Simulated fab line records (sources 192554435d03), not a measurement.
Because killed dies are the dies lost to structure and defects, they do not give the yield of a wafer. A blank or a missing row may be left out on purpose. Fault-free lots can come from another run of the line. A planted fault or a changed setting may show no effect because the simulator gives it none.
Chamber matching + flow n5-finfet + 4 sister chambers for N5_BEOL_M0_SAQP_CUT_ETCH_46 on rie-diel-04
The step etches SOC in N2/H2, target depth 135 nm, overetch 27 nm, time 202.5 s. 4 wafers are shown with their chamber, then 10 later ones without.

## WAFERS, EACH WITH ITS CHAMBER
| wafer  | chamber | showerhead-plenum-p-Torr (Torr) |
|--------|---------|---------------------------------|
| L074.1 | 1       | 2.34                            |
| L078.5 | 0       | 2.51                            |
| L087.1 | 2       | 2.58                            |
| L087.4 | 3       | 2.41                            |

## WAFERS WITHOUT THEIR CHAMBER
| wafer  | showerhead-plenum-p-Torr (Torr) |
|--------|---------------------------------|
| L087.5 | 2.50                            |
| L088.1 | 2.33                            |
| L088.2 | 2.58                            |
| L088.3 | 2.41                            |
| L088.4 | 2.50                            |
| L088.5 | 2.50                            |
| L088.6 | 2.33                            |
| L092.4 | 2.33                            |
| L092.5 | 2.33                            |
| L092.6 | 2.58                            |

## THE CHAMBER EACH PASSED THROUGH
| wafer  | from the rows above | in truth |
|--------|---------------------|----------|
| L087.5 | 0                   | 0        |
| L088.1 | 1                   | 1        |
| L088.2 | 2                   | 2        |
| L088.3 | 3                   | 3        |
| L088.4 | 0                   | 0        |
| L088.5 | 0                   | 0        |
| L088.6 | 1                   | 1        |
| L092.4 | 1                   | 1        |
| L092.5 | 1                   | 1        |
| L092.6 | 2                   | 2        |
Placed correctly: 10 of 10. Number that these rows cannot place: 0. Wrongly placed: 0.
How it was worked out, from the rows above alone: a wafer's distance from a chamber is the root of the sum, over the readings, of the square of ((its reading less the chamber's mean) divided by the reading's scatter). If the next closest chamber is less than 2 further off than the closest, the wafer can't be placed; otherwise it belongs to the closest. The mean given for a chamber averages the wafers shown for that chamber. The scatter: with one shown wafer a chamber, the root of the mean of the squares of how far each hidden wafer lies from its nearest shown one.
